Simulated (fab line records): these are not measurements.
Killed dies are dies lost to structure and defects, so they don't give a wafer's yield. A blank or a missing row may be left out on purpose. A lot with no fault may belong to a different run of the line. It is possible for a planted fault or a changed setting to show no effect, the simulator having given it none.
A lot that was struck, set against a sound lot -- flow nand-harc -- 15 out of 1302 route steps
Sound: these wafers, L667.1, L667.3, L667.6. Wafers L671.1, L671.4, L671.5 were the ones struck. At the end, the cause is stated.
For every step that has rows: the tool of each side, followed by ch and its chambers, followed by its first start. Under that, the readings that differ: sound wafers -- struck wafers -- difference of the means -- sigmas: that difference in standard deviations of wafers without a fault.
alike: readings whose means differ by less than 2 such deviations, and words and numbers that are the same on both sides. not compared: withheld readings, readings that some wafer has no value for, bounds like >300 that may hide the same value, and numbers for which the record gives no deviation and whose values overlap.
The two part at a step that has a row with sigmas, a row that says differs or no value, or rows on one side only. Non-overlapping numbers with no deviation appear without sigmas and do not part them. A reading that every wafer of one side lacks parts them only if that side has two wafers or more.

first, 4 steps without rows for these wafers: NHARC_HYBRID_BOND_PRECLEAN_01 (cleans in DIW, time 300 s); NHARC_HYBRID_BOND_SRD_02 (time 30 s, dry time 20 s); NHARC_HYBRID_BOND_BOND_03; NHARC_HYBRID_BOND_ANNEAL_04 (time 7200 s).
NHARC_HYBRID_BOND_OVL_MEAS_05:
  sound on overlay-01, day 23 19:52; struck on overlay-01, day 25 03:43
  alike: overlay-x-nm, overlay-y-nm
NHARC_HYBRID_BOND_INSPECT_06: inspects for defects (ir void).
  sound on defect-inspect-02, day 23 19:56; struck on defect-inspect-01, day 25 03:47
  alike: raw-defect-count
NHARC_THIN_TSV_GRIND_00:
  sound on grinder-01 ch 0, day 23 20:05; struck on grinder-01 ch 0, day 25 03:56
  alike: motor-current-A
NHARC_THIN_TSV_CMP_01: polishes.
  sound on cmp-04 ch 0,3, day 23 21:19; struck on cmp-04 ch 0,1,3, day 25 05:10
  alike: motor-current-A
  not compared: pad-life-wafers
NHARC_THIN_TSV_THK_MEAS_02: measures by ir.
  sound on film-metro-02, day 23 21:35; struck on film-metro-02, day 25 05:26
  alike: thk-nm
then, 3 steps without rows for these wafers: NHARC_THIN_TSV_SRD_03; NHARC_THIN_TSV_PRECLEAN_41 (cleans in SC1); NHARC_THIN_TSV_SRD_42.
NHARC_THIN_TSV_DEP_43: deposits SiO2, target thk 1328.5 nm.
  sound on pecvd-01 ch 1,2, day 23 21:49; struck on pecvd-01 ch 0,2, day 25 05:40
  no value came back on the struck wafers for chamber-pressure-Torr (Torr), flow-sccm (sccm), throttle-valve-pct (%); on the sound wafers chamber-pressure-Torr (Torr) reads 6.502 6.506 6.492
then, 1 step without rows for these wafers: NHARC_THIN_TSV_DEHYDRATE_04 (time 120 s).
NHARC_END_SORT_01:
  sound on prober-01 ch 0, day 24 13:43; struck on prober-01 ch 0, day 25 21:24
reading,sound,struck,difference,sigmas
defect-limited-yield (%),89.1 91.0 89.4,0 0 0,-90,-37
killed-at-other,0 0 2,619 618 610,+615,+99 or more
killed-dies,74 61 72,677 677 677,+608,+38
sort_bin_2_pct (%),3.7 2.4 2.2,94.7 96.0 94.2,+92.2,+77
sort-n-pass,603 616 605,0 0 0,-608,-38
sort-rim-yield-pct (%),79 86 83,0 0 0,-83,-19
sort-yield-pct (%),89.1 91.0 89.4,0 0 0,-90,-37
  alike: killed-at-array, killed-at-periphery, killed-open, killed-short, sort_bin_3_pct, sort_bin_4_pct

WHERE THEY PART
At NHARC_THIN_TSV_DEP_43 first; at NHARC_END_SORT_01 last (within this record only).

WHY: what the simulator had put in
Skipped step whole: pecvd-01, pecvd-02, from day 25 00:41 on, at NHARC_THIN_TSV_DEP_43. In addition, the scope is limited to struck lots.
